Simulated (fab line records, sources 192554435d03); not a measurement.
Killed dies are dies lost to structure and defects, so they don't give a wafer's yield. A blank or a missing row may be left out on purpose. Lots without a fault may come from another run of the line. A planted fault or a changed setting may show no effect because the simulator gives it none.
Chamber matching | flow n5_finfet | N5_BEOL_M8_DESCUM_33 on rie_diel-02: 4 sister chambers
The step chemistry O2, time 7 s. 16 wafers are shown with their chamber, then 8 later ones without.

WAFERS WITH THEIR CHAMBER
wafer  | chamber | drypump_motor_current_A (A) | showerhead_plenum_p_Torr (Torr) | throttle_valve_pct (%)
L078.2 | 3       | 5.2                         | 2.11                            | 20.59
L078.4 | 0       | 4.9                         | 2.09                            | 20.40
L078.5 | 3       | 5.2                         | 2.11                            | 20.57
L080.2 | 3       | 5.2                         | 2.11                            | 20.58
L080.4 | 0       | 4.9                         | 2.08                            | 20.40
L080.5 | 0       | 4.9                         | 2.08                            | 20.41
L082.1 | 0       | 4.9                         | 2.08                            | 20.42
L082.4 | 2       | 6.4                         | 2.18                            | 20.23
L082.6 | 2       | 6.4                         | 2.18                            | 20.25
L085.1 | 2       | 6.3                         | 2.18                            | 20.26
L085.2 | 3       | 5.2                         | 2.10                            | 20.59
L085.3 | 0       | 4.8                         | 2.08                            | 20.41
L090.1 | 1       | 5.0                         | 2.21                            | 20.59
L090.2 | 3       | 5.2                         | 2.10                            | 20.61
L090.3 | 2       | 6.3                         | 2.18                            | 20.27
L095.1 | 2       | 6.3                         | 2.17                            | 20.29

SIGNATURES (means of the wafers above)
reading                  | chamber 0 | chamber 1 | chamber 2 | chamber 3 | scatter within a chamber
drypump_motor_current_A  | 4.880     | 5.000     | 6.340     | 5.200     | 0.0408
showerhead_plenum_p_Torr | 2.0820    | 2.2100    | 2.1780    | 2.1060    | 0.00483
throttle_valve_pct       | 20.4080   | 20.5900   | 20.2600   | 20.5880   | 0.0162
Rule: a wafer's distance from a chamber is the root of the sum, over the readings, of the square of ((its reading less the chamber's mean) divided by the reading's scatter). The wafer belongs to the nearest chamber; if the next one is less than 2 further off, it can't be placed. The scatter: the root of (the sum of the squares of (reading less its chamber's mean) over the shown wafers, divided by (wafers less chambers)).

WAFERS WITHOUT THEIR CHAMBER
wafer  | drypump_motor_current_A (A) | showerhead_plenum_p_Torr (Torr) | throttle_valve_pct (%)
L095.4 | 4.8                         | 2.07                            | 20.45
L095.6 | 5.2                         | 2.10                            | 20.64
L092.1 | 4.9                         | 2.07                            | 20.46
L092.3 | 4.9                         | 2.20                            | 20.62
L092.4 | 6.4                         | 2.17                            | 20.29
L096.1 | 4.9                         | 2.07                            | 20.46
L096.4 | 6.4                         | 2.17                            | 20.30
L096.6 | 5.2                         | 2.09                            | 20.65

WHICH CHAMBER EACH WENT THROUGH
wafer  | from the rows above | in truth
L095.4 | 0                   | 0
L095.6 | 3                   | 3
L092.1 | 0                   | 0
L092.3 | 1                   | 1
L092.4 | 2                   | 2
L096.1 | 0                   | 0
L096.4 | 2                   | 2
L096.6 | 3                   | 3
Placed correctly: 8 of 8. Can't be placed from these rows: 0. Placed wrongly: 0.
